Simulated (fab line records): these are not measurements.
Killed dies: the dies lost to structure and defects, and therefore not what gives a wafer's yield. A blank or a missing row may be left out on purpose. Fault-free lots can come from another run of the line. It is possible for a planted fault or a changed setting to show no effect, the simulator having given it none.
Split-lot experiment ; flow n5 finfet ; 21 wafers read from 7 lots, route of 1938 steps

SPLIT DETAILS
At N5_MOL_CONTACT_COAG_COAT_76 (time 60 s, resist thk 10 nm), the setting spin rpm was moved away from the recipe's 1500 rpm on 3 of the 21 wafers read, by -7.1% to +7.8%. The other wafers ran this setting at the recipe's value.

FROM THE SPLIT TO THE READING: what the file shows between them, 6 steps
- N5_MOL_CONTACT_COAG_EXPOSE_81: exposes mask VG, defocus 0 nm (also split here: dose mj)
- N5_MOL_CONTACT_COAG_PEB_82: peb time 60 s
- N5_MOL_CONTACT_COAG_DEVELOP_83: develop time 30 s
- N5_MOL_CONTACT_COAG_CD_MEAS_84: target cd 25.1 nm
- N5_MOL_CONTACT_COAG_DESCUM_88: chemistry O2, time 7 s
- N5_MOL_CONTACT_COAG_ETCH_89: etches underlayer in N2/H2, target depth 13 nm, time 10.4 s

THE READING
etch.depth nm (the simulator's own value, which no gauge read), in nm, at N5_MOL_CONTACT_COAG_ETCH_90 (etches SiARC in CF4, target depth 13 nm, time 21.7 s). The file gives no usual value for it. Average 9.990 nm, standard deviation 0.03 nm, over the 18 wafers here run with the recipe.

wafer;tool, chamber at the split;spin rpm as run, rpm;against the recipe;etch.depth nm, nm;against lot-mates on the recipe
L074.2;litho track-02, 0;1500;recipe;10.03;-
L074.4;litho track-02, 0;1500;recipe;10.05;-
L074.6;litho track-02, 0;1500;recipe;10.02;-
L075.1;litho track-05, 0;1500;recipe;9.987;-
L075.3;litho track-05, 0;1500;recipe;10;-
L075.6;litho track-05, 0;1500;recipe;9.979;-
L077.3;litho track-02, 0;1500;recipe;10.02;-
L077.4;litho track-02, 0;1500;recipe;10.01;-
L077.6;litho track-02, 0;1610;+7.3%;9.707;-0.308
L082.1;litho track-02, 0;1500;recipe;9.926;-
L082.2;litho track-02, 0;1500;recipe;9.954;-
L082.3;litho track-02, 0;1500;recipe;9.954;-
L086.2;litho track-02, 0;1500;recipe;9.985;-
L086.5;litho track-02, 0;1500;recipe;9.974;-
L086.6;litho track-02, 0;1500;recipe;9.982;-
L090.1;litho track-02, 0;1500;recipe;9.961;-
L090.3;litho track-02, 0;1500;recipe;9.996;-
L090.5;litho track-02, 0;1617;+7.8%;9.636;-0.343
L092.1;litho track-01, 0;1394;-7.1%;10.34;+0.348
L092.4;litho track-01, 0;1500;recipe;9.984;-
L092.5;litho track-01, 0;1500;recipe;10;-

THE FIT
A straight line over all 21 wafers: etch.depth nm changes by -0.0446 nm for each +1% of spin rpm; r = -0.97; the points scatter about the line by 0.031 nm.
The same after taking each lot's own level away (the mean of its wafers on the recipe; 21 wafers): -0.045 nm for each +1%; r = -0.99; scatter 0.013 nm.
According to that fit, moving spin rpm by its largest amount changes the reading by 0.35 nm.
From 9.9447 to 10.0333 nm: that is the span of the lots' own levels, equal to 3.0 times the standard deviation above.
The two slopes agree, so the slope changes little with the lot-to-lot level.
Check: -0.352 nm against its lot-mates is what the line predicts for one of the wafers moved furthest among these (+7.8%) when that wafer is left out of the fit. Against them it came out at -0.343 nm.

FURTHER SPLITS ON THESE WAFERS
Other splits were also applied to these wafers ahead of the reading. Each is held against what the fit with the lots' levels taken away leaves over:
other split on the same wafers;wafers away from the commonest value;r with etch.depth nm (lot level and that fit taken away)
N5_HKMG_FIN_ETCH_54 source w;6;+0.19
N5_HKMG_FIN_ETCH_58 source w;6;-0.23
N5_GATE_CUT_COAT_27 spin rpm;7;-0.01
N5_GATE_CUT_EXPOSE_10 dose mj;8;-0.18
N5_MOL_CONTACT_COAG_EXPOSE_81 dose mj;7;+0.19

THE WHOLE CHAIN: every reading that the file lists as answering this split, in the file's order
step;what it does;reading;change (the file's fit);r (the file's)
N5_MOL_CONTACT_COAG_COAT_76;time 60 s, resist thk 10 nm;SiARC_of_MOL_CONTACT_COAG_COAT_76.thk nm (the simulator's own value, which no gauge read);-0.0451 nm for each +1% of the setting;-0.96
N5_MOL_CONTACT_COAG_ETCH_90;etches SiARC in CF4, target depth 13 nm, time 21.7 s;etch.depth nm (the simulator's own value, which no gauge read);-0.0448 nm for each +1% of the setting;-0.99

THE FILE'S OWN FIT
etch.depth nm changes by -0.0448 nm for each +1% of spin rpm, r = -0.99.
